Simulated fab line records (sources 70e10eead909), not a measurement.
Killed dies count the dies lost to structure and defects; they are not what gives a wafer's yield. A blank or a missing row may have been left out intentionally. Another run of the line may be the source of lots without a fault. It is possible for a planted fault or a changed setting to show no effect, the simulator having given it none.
Comparing a struck lot with a sound one	flow nand_harc	13 steps out of a route of 1159
Sound: these wafers, L818.3, L818.4, L818.5. The struck wafers were L817.2, L817.4, L817.6. The cause is given at the end.
For every step that has rows: the tool of each side, followed by ch and its chambers, followed by its first start. Under that, the readings that differ: sound wafers	struck wafers	difference of the means	sigmas: that difference in standard deviations of wafers without a fault.
alike: readings with means less than 2 such deviations apart, plus words and numbers identical on both sides. not compared: withheld readings, readings lacking a value on some wafer, bounds such as >300 that could conceal the same value, and numbers that have no deviation in the record and whose values overlap.
The two part at a step that has a row with sigmas, a row that says differs or no value, or rows on one side only. When numbers do not overlap yet have no deviation, they are printed without sigmas and do not part them. A reading that every wafer of one side lacks parts them only if that side has two wafers or more.

NHARC_P_M0_INSPECT_27:
  sound: defect_inspect-01 at day 9 12:36; struck: defect_inspect-02 at day 9 11:25
  alike: raw_defect_count
NHARC_P_M0_PRE_CLEAN_31: time 12 s.
  sound on pecvd-01 ch 0,1,2, day 9 13:34; struck on pecvd-01 ch 0,1,2, day 9 12:17
  alike: heater_power_w
NHARC_P_M0_DEP_32: deposits SiCN, target thk 30 nm.
  sound on pecvd-01 ch 0,1,2, day 9 13:38; struck on pecvd-01 ch 0,1,2, day 9 12:24
  alike: heater_power_w
then, 8 steps without rows for these wafers: NHARC_P_M1_DEP_00 (deposits SiOC, target thk 182.5 nm); NHARC_P_M1_DEHYDRATE_01 (time 120 s); NHARC_P_M1_HMDS_02 (time 30 s); NHARC_P_M1_COAT_34 (time 65 s); NHARC_P_M1_COAT_03 (resist thk 90 nm); NHARC_P_M1_SOFTBAKE_04 (time 55 s); NHARC_P_M1_EBR_05; NHARC_P_M1_EXPOSE_06 (exposes mask P M1, target cd 130 nm).
NHARC_P_M1_PEB_07: peb time 65 s.
  sound on litho_track-04 ch 0, day 9 15:01; struck on litho_track-04, day 9 13:28
  no value came back on the struck wafers for chill_plate_temp_C (C), exhaust_pa (Pa), peb_time_s (s); on the sound wafers chill_plate_temp_C (C) reads 22.89 23.08 23.05
then, 1 step without rows for these wafers: NHARC_P_M1_DEVELOP_08 (develop time 35 s).

== WHERE THEY PART ==
NHARC_P_M1_PEB_07 only, going by this record.

WHY: whatever the simulator had introduced
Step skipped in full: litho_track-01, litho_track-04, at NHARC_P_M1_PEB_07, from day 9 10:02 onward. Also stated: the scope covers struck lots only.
